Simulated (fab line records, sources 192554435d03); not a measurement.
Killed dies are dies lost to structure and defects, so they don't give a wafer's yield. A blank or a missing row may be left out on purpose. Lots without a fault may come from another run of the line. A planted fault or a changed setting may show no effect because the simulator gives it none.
Chamber matching | flow n5_finfet | N5_BEOL_M0_SAQP_HM_DEP_111 on pecvd-02: 3 sister chambers
The step deposits SiO2 from SiH4/N2O, target thk 12 nm, time 7.2 s. 3 wafers are shown with their chamber, then 9 later ones without.

WAFERS WITH THEIR CHAMBER
wafer  | chamber | showerhead_plenum_p_Torr (Torr)
L090.2 | 2       | 8.25
L090.3 | 1       | 8.24
L090.6 | 0       | 8.15

WAFERS WITHOUT THEIR CHAMBER
wafer  | showerhead_plenum_p_Torr (Torr)
L092.2 | 8.14
L092.3 | 8.24
L092.4 | 8.23
L094.1 | 8.16
L094.5 | 8.24
L094.6 | 8.16
L095.1 | 8.15
L095.3 | 8.23
L095.4 | 8.25

WHICH CHAMBER EACH WENT THROUGH
wafer  | from the rows above     | in truth
L092.2 | 0                       | 0
L092.3 | can't be placed: 1 or 2 | 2
L092.4 | can't be placed: 1 or 2 | 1
L094.1 | 0                       | 0
L094.5 | can't be placed: 1 or 2 | 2
L094.6 | 0                       | 0
L095.1 | 0                       | 0
L095.3 | can't be placed: 1 or 2 | 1
L095.4 | can't be placed: 2 or 1 | 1
Placed correctly: 4 of 9. Can't be placed from these rows: 5 (the true chamber is among the candidates in 5). Placed wrongly: 0.
How it was worked out, from the rows above alone: a wafer's distance from a chamber is the root of the sum, over the readings, of the square of ((its reading less the chamber's mean) divided by the reading's scatter). The wafer belongs to the nearest chamber; if the next one is less than 2 further off, it can't be placed. A chamber's mean is the mean of its shown wafers. The scatter: with one shown wafer a chamber, the root of the mean of the squares of how far each hidden wafer lies from its nearest shown one.
